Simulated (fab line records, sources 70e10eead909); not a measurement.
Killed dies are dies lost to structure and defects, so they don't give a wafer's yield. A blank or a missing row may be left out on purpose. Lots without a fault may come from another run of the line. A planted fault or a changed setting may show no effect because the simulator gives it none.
A struck lot beside a sound one | flow nand_harc | 15 steps out of a route of 1302
Sound: wafers L809.3, L809.4, L809.6. Struck: wafer L818.4. (L818.3 of the same lot was not struck and is left out.) The cause comes at the end.
At each step with rows: each side's tool, then ch and its chambers, then its first start. Under that, the readings that differ: sound wafers | struck wafers | difference of the means | sigmas: that difference in standard deviations of wafers without a fault.
alike: readings whose means differ by less than 2 such deviations, and words and numbers that are the same on both sides. not compared: withheld readings, readings that some wafer has no value for, bounds like >300 that may hide the same value, and numbers for which the record gives no deviation and whose values overlap.
The two part at a step that has a row with sigmas, a row that says differs or no value, or rows on one side only. Numbers that don't overlap but have no deviation are shown without sigmas and don't part them. A reading that every wafer of one side lacks parts them only if that side has two wafers or more.

first, 8 steps without rows for these wafers: NHARC_A_CONTACT_COAT_86 (time 75 s); NHARC_A_CONTACT_COAT_87 (time 65 s); NHARC_A_CONTACT_COAT_02 (resist thk 90 nm); NHARC_A_CONTACT_SOFTBAKE_03 (time 55 s); NHARC_A_CONTACT_EBR_04; NHARC_A_CONTACT_EXPOSE_05 (exposes mask A CC); NHARC_A_CONTACT_PEB_06 (peb time 65 s); NHARC_A_CONTACT_DEVELOP_07 (develop time 35 s).
NHARC_A_CONTACT_CD_MEAS_08: target cd 200 nm.
  sound on cd_sem-01 ch 0, day 22 21:33; struck on cd_sem-01 ch 0, day 26 17:49
  alike: cd_nm
NHARC_A_CONTACT_OVL_MEAS_09:
  sound on overlay-01, day 22 21:38; struck on overlay-01, day 26 17:53
  alike: overlay_x_nm, overlay_y_nm
NHARC_A_CONTACT_INSPECT_10:
  sound on defect_inspect-01, day 22 21:41; struck on defect_inspect-01, day 26 17:56
  reading          | sound       | struck | difference | sigmas
  raw_defect_count | 146 148 150 | 57     | -91        | -2
NHARC_A_CONTACT_DESCUM_13: chemistry O2, time 3 s.
  sound on rie_diel-07 ch 1,2,3, day 22 21:44; struck on rie_diel-08 ch 3, day 26 17:59
  reading                         | sound          | struck | difference | sigmas
  rf_vpp_V (V)                    | 58.1 58.1 58.0 | 55.5   | -2.6       | -3
  showerhead_plenum_p_Torr (Torr) | 2.04 1.83 2.03 | 1.81   | -0.16      | -2
  alike: chamber_pressure_mTorr, drypump_motor_current_A, oes_product_au, throttle_valve_pct
  not compared: rf_hours_counter_h
NHARC_A_CONTACT_ETCH_88: etches the open film in CF4, target depth 39 nm, time 65 s.
  sound on rie_diel-07 ch 1,2, day 22 21:49; struck on rie_diel-08 ch 0, day 26 18:05
  reading                     | sound             | struck | difference | sigmas
  drypump_motor_current_A (A) | 5.1 5.9 5.1       | 6.8    | +1.4       | +3
  oes_product_au (a.u.)       | 0.994 1.007 0.997 | 0.829  | -0.170     | -17
  alike: chamber_pressure_mTorr, rf_vpp_V, showerhead_plenum_p_Torr, throttle_valve_pct
  not compared: rf_hours_counter_h
NHARC_A_CONTACT_ETCH_89: etches the open film in N2/H2, target depth 260 nm, time 475.3 s.
  sound on rie_diel-07 ch 1,3; struck on rie_diel-08 ch 0
  reading                     | sound       | struck | difference | sigmas
  drypump_motor_current_A (A) | 5.4 5.8 5.9 | 6.8    | +1.1       | +2
  alike: chamber_pressure_mTorr, oes_product_au, rf_vpp_V, showerhead_plenum_p_Torr, throttle_valve_pct
  not compared: rf_hours_counter_h
-- the record jumps here: 2 days lie between the struck wafers' starts before and after (it left off in module A_CONTACT and takes up again in module END, whose first step shown is number 1302 of the route) --
NHARC_END_SORT_01:
  the record has rows for the struck wafers here (prober-01 ch 0, day 28 21:29) and none for the sound ones

WHERE THEY PART
First at NHARC_A_CONTACT_INSPECT_10; last, within this record, at NHARC_END_SORT_01.

WHY: what the simulator had put in
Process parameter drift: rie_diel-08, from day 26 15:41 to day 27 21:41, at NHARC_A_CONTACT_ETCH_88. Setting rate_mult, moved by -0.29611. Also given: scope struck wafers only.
